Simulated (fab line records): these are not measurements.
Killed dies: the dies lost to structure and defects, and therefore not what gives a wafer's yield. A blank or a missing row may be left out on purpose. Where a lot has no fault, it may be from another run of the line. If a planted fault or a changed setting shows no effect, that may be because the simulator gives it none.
Chamber matching -- flow nand harc -- 3 sister chambers for NHARC_A_BONDPAD_DEP_00 on pecvd-02
The step deposits SiCN, target thk 250 nm. 3 wafers are shown with their chamber, then 7 later ones without.

## EACH WAFER AND ITS CHAMBER
wafer,chamber,heater power w (W)
L079.1,1,701
L082.1,0,626
L082.2,2,553

## WAFERS WITH NO CHAMBER GIVEN
wafer,heater power w (W)
L082.4,503
L083.2,672
L083.4,662
L083.5,594
L093.2,618
L093.3,613
L093.6,647

## EACH ONE'S CHAMBER
wafer,from the rows above,in truth
L082.4,2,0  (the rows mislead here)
L083.2,can't be placed: 1 or 0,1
L083.4,can't be placed: 0 or 1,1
L083.5,can't be placed: 0 or 2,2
L093.2,can't be placed: 0 or 2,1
L093.3,can't be placed: 0 or 2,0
L093.6,can't be placed: 0 or 1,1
0 of 7 placed correctly. From these rows, 6 cannot be placed; in 5 the true chamber is one of the candidates. Placed wrongly: 1.
How it was worked out, from the rows above alone: a wafer's distance from a chamber is the root of the sum, over the readings, of the square of ((its reading less the chamber's mean) divided by the reading's scatter). The wafer belongs to the nearest chamber; if the next one is less than 2 further off, it can't be placed. The mean given for a chamber averages the wafers shown for that chamber. The scatter: root of mean squared gap, hidden wafer to nearest shown wafer, with one shown wafer a chamber.
